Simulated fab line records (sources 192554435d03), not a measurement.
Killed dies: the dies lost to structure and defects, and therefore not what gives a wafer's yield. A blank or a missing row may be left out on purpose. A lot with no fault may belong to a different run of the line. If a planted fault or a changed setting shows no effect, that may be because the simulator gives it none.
The tool behind it: which one? || flow n5Finfet || 10 lots, 29 wafers sampled, at 1 step of a route of 1938

== WHAT THE GAUGES SHOWED, per wafer ==
N5_BEOL_M1_CD_MEAS_11 targets a cd of 17.05 nm.
{"lot": "L469", "measured": "day 6 15:00", "on": "cdSem-03", "cdNm (nm)": "17.15 17.05 16.84"}
{"lot": "L472", "measured": "day 6 21:00", "on": "cdSem-01", "cdNm (nm)": "17.12 17.07 17.21"}
{"lot": "L473", "measured": "day 7 01:53", "on": "cdSem-02", "cdNm (nm)": "16.60 17.32 16.37"}
{"lot": "L477", "measured": "day 7 20:20", "on": "cdSem-02", "cdNm (nm)": "17.27 17.56 17.21"}
{"lot": "L474", "measured": "day 7 20:59", "on": "cdSem-02", "cdNm (nm)": "17.19 16.94 17.39"}
{"lot": "L476", "measured": "day 8 00:20", "on": "cdSem-01", "cdNm (nm)": "17.02 17.01 16.82"}
{"lot": "L478", "measured": "day 8 04:34", "on": "cdSem-03", "cdNm (nm)": "16.86 16.59 16.40"}
{"lot": "L482", "measured": "day 9 06:22", "on": "cdSem-03", "cdNm (nm)": "17.04 16.80"}
{"lot": "L490", "measured": "day 11 19:52", "on": "cdSem-01", "cdNm (nm)": "16.91 16.83 17.09"}
{"lot": "L492", "measured": "day 11 20:22", "on": "cdSem-01", "cdNm (nm)": "17.09 17.37 16.70"}

== WHAT TOOL EACH LOT RAN ON (gives the tool, then ch and the chambers of the sampled wafers, and finally the start) ==
Record: no process step prior to these readings.

== THE ANSWER, worked out from the rows above alone ==
Rule: the usual values come from the lots themselves. Put in order of their means at a reading, lots are off if they are a third of the lots or fewer, leave a main group of 4 or more, and stand apart from it by a gap of 3 or more times the standard deviation of the main group's means; of several such gaps the widest counts. A main group is skipped when, at the precision printed for the reading in the tables above, its means are all equal. A lot without any number at a reading at which 4 lots or more have one is off too. All remaining lots with rows at the step are treated as sound.
No lot is off at any reading shown: from this, nothing can be told.

== WHAT THE SIMULATOR PUT IN ==
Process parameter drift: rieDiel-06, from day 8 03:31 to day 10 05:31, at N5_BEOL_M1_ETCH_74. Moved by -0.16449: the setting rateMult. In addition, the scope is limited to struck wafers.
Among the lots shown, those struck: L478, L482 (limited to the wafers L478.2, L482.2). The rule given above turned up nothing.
